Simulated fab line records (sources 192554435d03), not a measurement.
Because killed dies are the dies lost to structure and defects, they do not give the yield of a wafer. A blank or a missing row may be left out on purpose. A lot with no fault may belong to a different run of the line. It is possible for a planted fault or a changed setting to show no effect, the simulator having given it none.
fab line records ; flow n5_finfet
record lots=7; wafers=21
route steps=1938 shown WELL_APT@24 FIN_SAQP@103 SD_EPI_N@263
start_h: hours from the record's first day to the start of the lot's first wafer shown ; wait_h: hours from the lot's prior step to this one ; " repeats the value in the row above ; L1.1+2: one row covering several wafers at once ; - no value, or no start was given ; * or withheld: withheld ; < > ~ a bound
route shown NAME@n: a module of which the file shows steps, and the number in the route of the first ; usual: mean/standard deviation of fault-free wafers ; same: alike in all rows ; chamber/n: place in a boat ; sites: per-site readings ; _std_site: the values' standard deviation ; _edge_site: mean of outer sites minus mean of inner sites ; radius_mm: how far each site lies from the wafer's centre ; mask NAME#n: copy n ; behind: the last tool/chamber to shape the wafer ; hold: what put the lot on hold/how long, in hours/how the hold closed ; device: the n, p or np transistor that did not switch ; end of line: tests of these same wafers at the route's end ; a step with no rows: only its recipe ; killed: dies that structure and defects cost at the first sort, which is not the same as the wafer's yield ; map: the dies of a wafer, with x for killed, . for not killed, _ for no die there
set.NAME: the setting the step ran with; set.NAME@STEP: the setting that earlier step ran with ; model.NAME: the simulator's own value behind a step, which no gauge read
one table per step and one row per wafer, for lots whose settings were changed on purpose
## steps
# step N5_WELL_APT_EXPOSE_05
# recipe mask_id=NWELL; na=0.8; source_shape=conventional; sigma_outer=0.8; polarization=unpolarized; defocus_nm=0; target_cd_nm=200; dose_mj=20.3
lot.wafer;tool;chamber;start_h;wait_h;mask;set.dose_mj
L077.1;krf_scanner-02;0;31.53;-;NWELL#0;20.3
L077.3+4;krf_scanner-02;0;31.53;-;NWELL#0;21.35
L080.1;krf_scanner-02;0;49.92;-;NWELL#0;20.3
L080.3+4;krf_scanner-02;0;49.92;-;NWELL#0;18.98
L082.1+4;krf_scanner-02;0;61.71;-;NWELL#0;20.73
L082.6;krf_scanner-02;0;61.71;-;NWELL#0;20.3
L086.2+4+6;krf_scanner-02;0;85.56;-;NWELL#0;20.3
L091.1+2+3;krf_scanner-01;0;115.52;-;NWELL#0;20.3
L094.3+5+6;krf_scanner-02;0;133.84;-;NWELL#0;20.3
L095.2+6;krf_scanner-01;0;139.65;-;NWELL#0;20.3
L095.3;krf_scanner-01;0;139.65;-;NWELL#0;19.68
# step N5_WELL_APT_DEVELOP_07
# recipe develop_time_s=45; rinse_liquid=surfactant_rinse; dry=air_spin; dev_temp_c=21
lot.wafer;tool;chamber;start_h;wait_h;set.develop_time_s
L077.1+3;litho_track-05;0;-;-;45
L077.4;litho_track-05;0;-;-;51.92
L080.1;litho_track-01;0;-;-;45
L080.3+4;litho_track-01;0;-;-;35.53
L082.1+4+6;litho_track-01;0;-;-;45
L086.2;litho_track-05;0;-;-;38.13
L086.4+6;litho_track-05;0;-;-;45
L091.1+2+3;litho_track-05;0;-;-;45
L094.3+5+6;litho_track-01;0;-;-;45
L095.2+3+6;litho_track-02;0;-;-;35.44
# step N5_WELL_APT_HARDBAKE_12
# recipe temp_c=130; time_s=120
# step N5_WELL_APT_CD_MEAS_08
# recipe target_cd_nm=200; landing_energy_ev=500; detector=se_inlens
# usual cd_nm=201.0/1.9
lot.wafer;tool;chamber;start_h;wait_h;set.dose_mj@WELL_APT_EXPOSE_05;cd_nm
L077.1;cd_sem-02;0;31.70;-;20.3;202.4
L077.3;cd_sem-02;0;31.70;-;21.35;212.4
L077.4;cd_sem-02;0;31.70;-;21.35;213.8
L080.1;cd_sem-03;0;50.09;-;20.3;200.9
L080.3;cd_sem-03;0;50.09;-;18.98;190.0
L080.4;cd_sem-03;0;50.09;-;18.98;188.5
L082.1;cd_sem-03;0;61.88;-;20.73;204.9
L082.4;cd_sem-03;0;61.88;-;20.73;203.4
L082.6;cd_sem-03;0;61.88;-;20.3;199.8
L086.2;cd_sem-03;0;85.72;-;20.3;202.0
L086.4;cd_sem-03;0;85.72;-;20.3;202.2
L086.6;cd_sem-03;0;85.72;-;20.3;201.5
L091.1;cd_sem-03;0;115.69;-;20.3;203.6
L091.2;cd_sem-03;0;115.69;-;20.3;203.5
L091.3;cd_sem-03;0;115.69;-;20.3;205.0
L094.3;cd_sem-03;0;134.00;-;20.3;199.2
L094.5;cd_sem-03;0;134.00;-;20.3;198.0
L094.6;cd_sem-03;0;134.00;-;20.3;199.5
L095.2;cd_sem-02;0;139.82;-;20.3;200.4
L095.3;cd_sem-02;0;139.82;-;19.68;195.8
L095.6;cd_sem-02;0;139.82;-;20.3;200.2
# step N5_WELL_APT_DESCUM_13
# recipe chemistry=O2; time_s=7.9; source_power_w=50; bias_power_w=20; pressure_mtorr=20; rf_frequency_hz=2.712e+07; temp_c=40; o2_flow_sccm=225
lot.wafer;tool;chamber;start_h;wait_h;set.dose_mj@WELL_APT_EXPOSE_05;model.WELL_APT.cd_nm
L077.1;rie_diel-04;3;31.79;0.0;20.3;202
L077.3;rie_diel-04;0;31.79;0.0;21.35;212.2
L077.4;rie_diel-04;1;31.79;0.0;21.35;213.7
L080.1;rie_diel-02;2;50.39;0.2;20.3;200.9
L080.3;rie_diel-02;0;50.39;0.2;18.98;190.2
L080.4;rie_diel-02;3;50.39;0.2;18.98;189.1
L082.1;rie_diel-02;3;62.28;0.3;20.73;204.8
L082.4;rie_diel-02;3;62.28;0.3;20.73;204
L082.6;rie_diel-02;2;62.28;0.3;20.3;200
L086.2;rie_diel-04;1;85.81;0.0;20.3;201.8
L086.4;rie_diel-04;3;85.81;0.0;20.3;202.5
L086.6;rie_diel-04;0;85.81;0.0;20.3;201.7
L091.1;rie_diel-04;2;115.78;0.0;20.3;203.6
L091.2;rie_diel-04;1;115.78;0.0;20.3;203.3
L091.3;rie_diel-04;3;115.78;0.0;20.3;204.8
L094.3;rie_diel-01;3;134.08;0.0;20.3;199.5
L094.5;rie_diel-01;3;134.08;0.0;20.3;197.9
L094.6;rie_diel-01;0;134.08;0.0;20.3;199.6
L095.2;rie_diel-04;3;140.01;0.1;20.3;200.6
L095.3;rie_diel-04;2;140.01;0.1;19.68;195.5
L095.6;rie_diel-04;1;140.01;0.1;20.3;200.5
# step N5_FIN_SAQP_COAT_49
# recipe resist=SOC; temp_c=250; time_s=60; spin_rpm=1500; resist_thk_nm=100
lot.wafer;tool;chamber;start_h;wait_h;set.spin_rpm;model.SOC_of_FIN_SAQP_COAT_49.thk_nm
L077.1;litho_track-05;0;39.47;0.1;1600;96.32
L077.3;litho_track-05;0;39.47;0.1;1500;99.79
L077.4;litho_track-05;0;39.47;0.1;1600;96.61
L080.1;litho_track-03;0;57.72;0.1;1500;99.64
L080.3;litho_track-03;0;57.72;0.1;1500;99.53
L080.4;litho_track-03;0;57.72;0.1;1500;99.57
L082.1+6;litho_track-01;0;69.42;0.1;1500;100.1
L082.4;litho_track-01;0;69.42;0.1;1639;95.4
L086.2;litho_track-03;0;92.97;0.1;1500;100.1
L086.4;litho_track-03;0;92.97;0.1;1595;97.36
L086.6;litho_track-03;0;92.97;0.1;1500;99.99
L091.1;litho_track-01;0;123.09;0.1;1500;99.56
L091.2;litho_track-01;0;123.09;0.1;1500;99.55
L091.3;litho_track-01;0;123.09;0.1;1500;99.53
L094.3;litho_track-01;0;141.50;0.1;1500;100
L094.5;litho_track-01;0;141.50;0.1;1500;99.73
L094.6;litho_track-01;0;141.50;0.1;1500;99.63
L095.2;litho_track-05;0;147.46;0.1;1500;100.4
L095.3;litho_track-05;0;147.46;0.1;1562;98.1
L095.6;litho_track-05;0;147.46;0.1;1562;98.34
# step N5_FIN_SAQP_EXPOSE_13
# recipe mask_id=FIN_CORE; na=1.35; source_shape=dipole; sigma_inner=0.538; sigma_outer=0.738; polarization=te; target_cd_nm=35.6; dose_mj=63.25
lot.wafer;tool;chamber;start_h;wait_h;mask;set.dose_mj
L077.1+3+4;arfi_scanner-02;0;39.59;-;FIN_CORE#0;63.25
L080.1+3;arfi_scanner-01;0;57.96;-;FIN_CORE#0;63.25
L080.4;arfi_scanner-01;0;57.96;-;FIN_CORE#0;58.88
L082.1+4+6;arfi_scanner-01;0;69.66;-;FIN_CORE#0;63.25
L086.2;arfi_scanner-01;0;93.22;-;FIN_CORE#0;63.25
L086.4+6;arfi_scanner-01;0;93.22;-;FIN_CORE#0;67.52
L091.1+2+3;arfi_scanner-03;0;123.34;-;FIN_CORE#0;63.25
L094.3;arfi_scanner-01;0;141.63;-;FIN_CORE#0;63.25
L094.5+6;arfi_scanner-01;0;141.63;-;FIN_CORE#0;58.75
L095.2+6;arfi_scanner-01;0;147.58;-;FIN_CORE#0;60.89
L095.3;arfi_scanner-01;0;147.58;-;FIN_CORE#0;63.25
# step N5_FIN_SAQP_PEB_14
# recipe peb_temp_c=withheld; peb_time_s=60; resist=CAR-ArF
# step N5_FIN_SAQP_DEVELOP_15
# recipe develop_time_s=30; developer=TMAH; resist=CAR-ArF; dev_temp_c=23; rinse_liquid=diw; dry=air_spin
# step N5_FIN_SAQP_CD_MEAS_16
# recipe target_cd_nm=35.6; landing_energy_ev=500; detector=se_inlens
# usual cd_nm=35.5/0.33
lot.wafer;tool;chamber;start_h;wait_h;set.dose_mj@FIN_SAQP_EXPOSE_13;cd_nm
L077.1;cd_sem-02;0;39.72;-;63.25;35.8
L077.3;cd_sem-02;0;39.72;-;63.25;35.5
L077.4;cd_sem-02;0;39.72;-;63.25;35.4
L080.1;cd_sem-02;0;58.09;-;63.25;35.7
L080.3;cd_sem-02;0;58.09;-;63.25;35.9
L080.4;cd_sem-02;0;58.09;-;58.88;37.6
L082.1;cd_sem-02;0;69.79;-;63.25;35.0
L082.4;cd_sem-02;0;69.79;-;63.25;35.4
L082.6;cd_sem-02;0;69.79;-;63.25;35.8
L086.2;cd_sem-02;0;93.34;-;63.25;35.7
L086.4;cd_sem-02;0;93.34;-;67.52;33.9
L086.6;cd_sem-02;0;93.34;-;67.52;33.8
L091.1;cd_sem-03;0;123.47;-;63.25;34.9
L091.2;cd_sem-03;0;123.47;-;63.25;35.2
L091.3;cd_sem-03;0;123.47;-;63.25;35.5
L094.3;cd_sem-01;0;141.76;-;63.25;35.3
L094.5;cd_sem-01;0;141.76;-;58.75;37.6
L094.6;cd_sem-01;0;141.76;-;58.75;37.6
L095.2;cd_sem-02;0;147.71;-;60.89;36.8
L095.3;cd_sem-02;0;147.71;-;63.25;35.8
L095.6;cd_sem-02;0;147.71;-;60.89;36.6
# step N5_FIN_SAQP_DESCUM_21
# recipe chemistry=O2; time_s=7.9; source_power_w=50; bias_power_w=20; pressure_mtorr=20; rf_frequency_hz=2.712e+07; temp_c=40; resist=CAR-ArF; o2_flow_sccm=225
# step N5_FIN_SAQP_ETCH_51
# recipe chemistry=CF4; target=SiARC; target_depth_a=455; mask_material=CAR-ArF; time_s=75.8; ion_energy_ev=80; pressure_mtorr=40; source_w=545; bias_w=36; Ar_flow_sccm=100; cf4_flow_sccm=100; ends=cleared
# step N5_FIN_SAQP_ETCH_52
# recipe chemistry=N2/H2; target=SOC; target_depth_a=1000; overetch_a=200; mask_material=SiARC; temp_c=40; time_s=150; ion_energy_ev=200; pressure_mtorr=30; source_w=840; bias_w=150; n2_flow_sccm=200; h2_flow_sccm=200; ends=end_point
lot.wafer;tool;chamber;start_h;wait_h;set.spin_rpm@FIN_SAQP_COAT_49;model.etch.depth_nm
L077.1;rie_diel-02;3;39.95;0.0;1600;96.32
L077.3;rie_diel-02;2;39.95;0.0;1500;99.79
L077.4;rie_diel-02;0;39.95;0.0;1600;96.61
L080.1;rie_diel-04;1;58.96;0.0;1500;99.64
L080.3;rie_diel-04;0;58.96;0.0;1500;99.53
L080.4;rie_diel-04;2;58.96;0.0;1500;99.57
L082.1+6;rie_diel-04;1,0;69.98;0.0;1500;100.1
L082.4;rie_diel-04;1;69.98;0.0;1639;95.4
L086.2;rie_diel-01;0;93.55;0.0;1500;100.1
L086.4;rie_diel-01;2;93.55;0.0;1595;97.36
L086.6;rie_diel-01;1;93.55;0.0;1500;99.99
L091.1;rie_diel-01;0;123.68;0.0;1500;99.56
L091.2;rie_diel-01;1;123.68;0.0;1500;99.55
L091.3;rie_diel-01;3;123.68;0.0;1500;99.53
L094.3;rie_diel-02;2;141.94;0.0;1500;100
L094.5;rie_diel-02;0;141.94;0.0;1500;99.73
L094.6;rie_diel-02;3;141.94;0.0;1500;99.63
L095.2;rie_diel-01;1;147.97;0.0;1500;100.4
L095.3;rie_diel-01;2;147.97;0.0;1562;98.1
L095.6;rie_diel-01;3;147.97;0.0;1562;98.34
# step N5_FIN_SAQP_STRIP_53
# recipe chemistry=N2/H2; temp_c=40; n2_flow_sccm=200; h2_flow_sccm=200; rf_frequency_hz=6e+07
# step N5_FIN_SAQP_HM_OPEN_73
# recipe chemistry=CHF3/O2; target=SiO2; stop_on=a-Si; target_depth_a=120; over_etch_frac=1.8; mask_material=SOC; time_s=16.8; pressure_mtorr=30; source_w=650; bias_w=170; Ar_flow_sccm=200; CHF3_flow_sccm=50; O2_flow_sccm=5; ion_energy_ev=200; ends=end_point
# step N5_FIN_SAQP_STRIP_74
# recipe chemistry=CHF3/O2; resist=SiARC; rf_frequency_hz=6e+07
# step N5_FIN_SAQP_MANDREL_ETCH_22
# recipe target_depth_a=600; chemistry=HBr/Cl2; target=a-Si; stop_on=SiNx; bt_time_s=10; over_etch_frac=0.5; time_s=30; pressure_mtorr=10; icp_w=800; bias_w=75; HBr_flow_sccm=150; Cl2_flow_sccm=80; ends=end_point
lot.wafer;tool;chamber;start_h;wait_h;set.spin_rpm@FIN_SAQP_COAT_49;model.SOC_of_FIN_SAQP_COAT_49.thk_nm
L077.1;rie_si-02;0;40.14;0.0;1600;72.09
L077.3;rie_si-02;1;40.14;0.0;1500;75.58
L077.4;rie_si-02;3;40.14;0.0;1600;71.92
L080.1;rie_si-02;0;59.16;0.0;1500;75.52
L080.3;rie_si-02;2;59.16;0.0;1500;75.71
L080.4;rie_si-02;1;59.16;0.0;1500;75.49
L082.1;rie_si-05;3;70.17;0.0;1500;75.86
L082.4;rie_si-05;0;70.17;0.0;1639;71.75
L082.6;rie_si-05;2;70.17;0.0;1500;76.54
L086.2;rie_si-03;2;93.74;0.0;1500;76.14
L086.4;rie_si-03;1;93.74;0.0;1595;74.05
L086.6;rie_si-03;3;93.74;0.0;1500;75.58
L091.1;rie_si-03;1;123.87;0.0;1500;76.81
L091.2;rie_si-03;3;123.87;0.0;1500;75.1
L091.3;rie_si-03;0;123.87;0.0;1500;75.86
L094.3;rie_si-02;3;142.17;0.1;1500;75.91
L094.5;rie_si-02;1;142.17;0.1;1500;76.12
L094.6;rie_si-02;3;142.17;0.1;1500;75.57
L095.2;rie_si-02;2;148.16;0.0;1500;76.53
L095.3;rie_si-02;3;148.16;0.0;1562;73.55
L095.6;rie_si-02;2;148.16;0.0;1562;74.27
# step N5_SD_EPI_N_COAT_33
# recipe resist=SiARC; temp_c=220; time_s=60; spin_rpm=1500; resist_thk_nm=35
lot.wafer;tool;chamber;start_h;wait_h;set.spin_rpm;model.SiARC_of_SD_EPI_N_COAT_33.thk_nm
L077.1;litho_track-05;0;-;-;1500;35
L077.3+4;litho_track-05;0;-;-;1337;37
L080.1;litho_track-05;0;-;-;1545;34.4
L080.3+4;litho_track-05;0;-;-;1500;35
L082.1+6;litho_track-01;0;-;-;1581;34.4
L082.4;litho_track-01;0;-;-;1500;35.2
L086.2+4;litho_track-01;0;-;-;1500;35
L086.6;litho_track-01;0;-;-;1500;35.2
L091.1+2;litho_track-05;0;-;-;1500;35
L091.3;litho_track-05;0;-;-;1500;34.8
L094.3;litho_track-05;0;-;-;1381;36.4
L094.5+6;litho_track-05;0;-;-;1500;35
L095.2;litho_track-02;0;-;-;1500;34.8
L095.3+6;litho_track-02;0;-;-;1431;35.8
## key
split step=N5_WELL_APT_EXPOSE_05; setting=dose_mj; stated=20.3; by=wafer
response step=N5_WELL_APT_CD_MEAS_08; reading=cd_nm; change=+1.86; per=1%; r=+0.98
response step=N5_WELL_APT_DESCUM_13; reading=model.WELL_APT.cd_nm; change=+1.87; per=1%; r=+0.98
split step=N5_WELL_APT_DEVELOP_07; setting=develop_time_s; stated=45; by=wafer
response none clear
split step=N5_FIN_SAQP_COAT_49; setting=spin_rpm; stated=1500; by=wafer
response step=N5_FIN_SAQP_COAT_49; reading=model.SOC_of_FIN_SAQP_COAT_49.thk_nm; change=-0.491; per=1%; r=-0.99
response step=N5_FIN_SAQP_ETCH_52; reading=model.etch.depth_nm; change=-0.491; per=1%; r=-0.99
response step=N5_FIN_SAQP_MANDREL_ETCH_22; reading=model.SOC_of_FIN_SAQP_COAT_49.thk_nm; change=-0.466; per=1%; r=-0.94
split step=N5_FIN_SAQP_EXPOSE_13; setting=dose_mj; stated=63.25; by=wafer
response step=N5_FIN_SAQP_CD_MEAS_16; reading=cd_nm; change=-0.282; per=1%; r=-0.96
split step=N5_SD_EPI_N_COAT_33; setting=spin_rpm; stated=1500; by=wafer
response step=N5_SD_EPI_N_COAT_33; reading=model.SiARC_of_SD_EPI_N_COAT_33.thk_nm; change=-0.181; per=1%; r=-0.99
